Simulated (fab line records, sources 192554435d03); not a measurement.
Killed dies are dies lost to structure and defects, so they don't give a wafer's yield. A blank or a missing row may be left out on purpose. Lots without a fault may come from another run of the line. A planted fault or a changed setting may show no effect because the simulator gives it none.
Chamber matching | flow n5_finfet | N5_BEOL_M9_VIA_ETCH_34 on rie_diel-04: 4 sister chambers
The step etches SiCOH lowk in C4F6/O2, target depth 182.4 nm, time 68.4 s. 4 wafers are shown with their chamber, then 12 later ones without.

WAFERS WITH THEIR CHAMBER
wafer  | chamber | showerhead_plenum_p_Torr (Torr)
L083.6 | 2       | 2.93
L088.1 | 0       | 2.90
L088.3 | 1       | 2.87
L088.4 | 3       | 2.70

WAFERS WITHOUT THEIR CHAMBER
wafer  | showerhead_plenum_p_Torr (Torr)
L089.1 | 2.87
L089.4 | 2.92
L089.5 | 2.87
L093.3 | 2.89
L093.4 | 2.92
L093.6 | 2.70
L095.2 | 2.70
L095.3 | 2.89
L095.4 | 2.92
L096.2 | 2.69
L096.4 | 2.89
L096.6 | 2.89

WHICH CHAMBER EACH WENT THROUGH
wafer  | from the rows above     | in truth
L089.1 | 1                       | 1
L089.4 | can't be placed: 2 or 0 | 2
L089.5 | 1                       | 1
L093.3 | can't be placed: 0 or 1 | 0
L093.4 | can't be placed: 2 or 0 | 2
L093.6 | 3                       | 3
L095.2 | 3                       | 3
L095.3 | can't be placed: 0 or 1 | 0
L095.4 | can't be placed: 2 or 0 | 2
L096.2 | 3                       | 3
L096.4 | can't be placed: 0 or 1 | 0
L096.6 | can't be placed: 0 or 1 | 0
Placed correctly: 5 of 12. Can't be placed from these rows: 7 (the true chamber is among the candidates in 7). Placed wrongly: 0.
How it was worked out, from the rows above alone: a wafer's distance from a chamber is the root of the sum, over the readings, of the square of ((its reading less the chamber's mean) divided by the reading's scatter). The wafer belongs to the nearest chamber; if the next one is less than 2 further off, it can't be placed. A chamber's mean is the mean of its shown wafers. The scatter: with one shown wafer a chamber, the root of the mean of the squares of how far each hidden wafer lies from its nearest shown one.
